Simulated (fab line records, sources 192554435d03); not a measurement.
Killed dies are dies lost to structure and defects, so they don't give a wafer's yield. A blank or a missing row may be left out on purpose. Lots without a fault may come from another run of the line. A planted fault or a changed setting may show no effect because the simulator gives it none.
A struck lot beside a sound one | flow n5_finfet | 41 steps out of a route of 1938
Sound: wafers L800.2, L800.3, L800.6. Struck: wafers L791.1, L791.4, L791.6. The cause comes at the end.
At each step with rows: each side's tool, then ch and its chambers, then its first start. Under that, the readings that differ: sound wafers | struck wafers | difference of the means | sigmas: that difference in standard deviations of wafers without a fault.
alike: readings whose means differ by less than 2 such deviations, and words and numbers that are the same on both sides. not compared: withheld readings, readings that some wafer has no value for, bounds like >300 that may hide the same value, and numbers for which the record gives no deviation and whose values overlap.
The two part at a step that has a row with sigmas, a row that says differs or no value, or rows on one side only. Numbers that don't overlap but have no deviation are shown without sigmas and don't part them. A reading that every wafer of one side lacks parts them only if that side has two wafers or more.

first, 11 steps without rows for these wafers: N5_BEOL_M0_SAQP_SPACER1_ETCHBACK_99 (etches SiO2 in CHF3/O2, target depth 15.4 nm, time 7.7 s); N5_BEOL_M0_SAQP_MANDREL1_REMOVE_100 (chemistry HBr/Cl2/O2, target a-Si, stops on SiNx, bt time 10 s); N5_BEOL_M0_SAQP_ETCH_101 (etches SiNx in CH3F/O2, target depth 29.9 nm, time 42.7 s); N5_BEOL_M0_SAQP_ETCH_102 (etches SiO2 in CF4, target depth 4 nm, time 4.4 s); N5_BEOL_M0_SAQP_MANDREL_ETCH_103 (etches a-Si in HBr/Cl2, stops on SiCN, target depth 45 nm, bt time 10 s, time 27 s); N5_BEOL_M0_SAQP_RECESS_104 (chemistry HF/NH3, target SiO2, target depth 18 nm, afs cycles 3, sublimation time 60 s); N5_BEOL_M0_SAQP_COAT_105 (time 60 s, resist thk 100 nm); N5_BEOL_M0_SAQP_ETCH_106 (etches SOC in N2/H2, stops on SiNx, target depth 150 nm); N5_BEOL_M0_SAQP_ETCH_107 (etches SiNx in CH3F/O2, target depth 30 nm); N5_BEOL_M0_SAQP_STRIP_108 (strips in N2/H2); N5_BEOL_M0_SAQP_RECESS_109 (chemistry HF/NH3, target SiO2, target depth 3 nm, afs cycles 1, sublimation time 60 s).
N5_BEOL_M0_SAQP_SPACER2_ALD_26: deposits SiO2, target thk 15 nm, pulse time 1 s, purge time 2 s.
  sound on ald_sin-02 ch 0,1,3, day 11 10:43; struck on ald_sin-01 ch 0,2,3, day 9 10:34
  alike: heater_power_w, precursor_pulse_height_rel
  not compared: since_wet_clean_h
then, 11 steps without rows for these wafers: N5_BEOL_M0_SAQP_SPACER2_ETCHBACK_27 (etches SiO2 in CHF3/O2, target depth 22.5 nm, time 11.25 s); N5_BEOL_M0_SAQP_MANDREL2_REMOVE_110 (chemistry HBr/Cl2/O2, target a-Si, stops on SiCN, bt time 10 s); N5_BEOL_M0_SAQP_COAT_69 (time 60 s, resist thk 90 nm); N5_BEOL_M0_SAQP_COAT_72 (time 60 s, resist thk 15 nm); N5_BEOL_M0_SAQP_COAT_87 (time 60 s, resist thk 5 nm); N5_BEOL_M0_SAQP_COAT_34 (resist thk 30 nm); N5_BEOL_M0_SAQP_EBR_36; N5_BEOL_M0_SAQP_SOFTBAKE_35 (time 60 s); N5_BEOL_M0_SAQP_EXPOSE_37 (exposes mask M0 CUT1, target cd 30 nm); N5_BEOL_M0_SAQP_PEB_38 (peb time 60 s); N5_BEOL_M0_SAQP_DEVELOP_39 (develop time 30 s).
N5_BEOL_M0_SAQP_INSPECT_42: inspects for defects (brightfield).
  sound on defect_inspect-02, day 11 12:05; struck on defect_inspect-02, day 9 11:43
  reading          | sound       | struck        | difference | sigmas
  raw_defect_count | 300 325 354 | 1028 1024 989 | +687       | +9
then, 14 steps without rows for these wafers: N5_BEOL_M0_SAQP_DESCUM_45 (chemistry O2, time 7 s); N5_BEOL_M0_SAQP_ETCH_88 (etches underlayer in N2/H2, target depth 6.5 nm, time 5.2 s); N5_BEOL_M0_SAQP_ETCH_73 (etches SiARC in CF4, target depth 19.5 nm, time 32.5 s); N5_BEOL_M0_SAQP_CUT_ETCH_46 (etches SOC in N2/H2, target depth 135 nm, overetch 27 nm, time 202.5 s); N5_BEOL_M0_SAQP_STRIP_74 (strips in N2/H2); N5_BEOL_M0_SAQP_STRIP_89 (strips in N2/H2); N5_BEOL_M0_SAQP_ALD_48 (deposits SiO2, target thk 20 nm, pulse time 1 s, co reactant pulse time 1 s); N5_BEOL_M0_SAQP_ETCH_49 (etches SiO2 in CF4/O2, target depth 37 nm); N5_BEOL_M0_SAQP_STRIP_75 (strips in CF4); N5_BEOL_M0_CUTY_COAT_50 (time 60 s, resist thk 15 nm); N5_BEOL_M0_CUTY_COAT_51 (resist thk 150 nm); N5_BEOL_M0_CUTY_EBR_52; N5_BEOL_M0_CUTY_SOFTBAKE_53 (time 60 s); N5_BEOL_M0_CUTY_EXPOSE_54 (exposes mask M0 ABLK).
N5_BEOL_M0_CUTY_INSPECT_59: inspects for defects (macro).
  sound on defect_inspect-02, day 11 13:29; struck on defect_inspect-02, day 9 13:45
  reading          | sound | struck         | difference | sigmas
  raw_defect_count | 0 2 3 | >300 >300 >300 | differs    |
N5_BEOL_M4_RC_MEAS_101:
  sound on prober-02 ch 0, day 13 18:43; struck on prober-01 ch 0, day 11 11:48
  alike: DIBL_N, DIBL_P, IOFF_N, IOFF_P, ION_N, ION_P, SS_N, SS_P, VT_N, VT_P
-- the record jumps here: 5 days lie between the struck wafers' starts before and after (it left off in module BEOL_M4 and takes up again in module PASSIVATION, whose first step shown is number 1936 of the route) --
N5_PASSIVATION_PROBE_49:
  sound on prober-01, day 17 19:47; struck on prober-01, day 16 00:01
  reading                  | sound          | struck         | difference | sigmas
  defect_limited_yield (%) | 90.0 91.3 93.2 | 81.3 84.5 84.7 | -8.0       | -6
  killed_at_M0_to_M3       | 32 16 27       | 132 117 109    | +94        | +9
  killed_dies              | 118 103 80     | 221 183 180    | +94        | +6
  killed_on_rim            | 13 11 16       | 33 30 28       | +17        | +5
  sort_bin_5_function (%)  | 6.0 5.4 3.9    | 9.9 9.4 9.0    | +4.3       | +6
  sort_bin_6_memory (%)    | 3.4 2.9 2.5    | 5.1 3.7 4.5    | +1.5       | +2
  sort_n_pass              | 1062 1077 1100 | 959 997 1000   | -94        | -6
  sort_yield_pct (%)       | 90.0 91.3 93.2 | 81.3 84.5 84.7 | -8.0       | -6
  alike: killed_at_M4_up, killed_at_contacts, killed_at_front_end, killed_at_other, killed_open, killed_short

WHERE THEY PART
First at N5_BEOL_M0_SAQP_INSPECT_42; last, within this record, at N5_PASSIVATION_PROBE_49.

WHY: what the simulator had put in
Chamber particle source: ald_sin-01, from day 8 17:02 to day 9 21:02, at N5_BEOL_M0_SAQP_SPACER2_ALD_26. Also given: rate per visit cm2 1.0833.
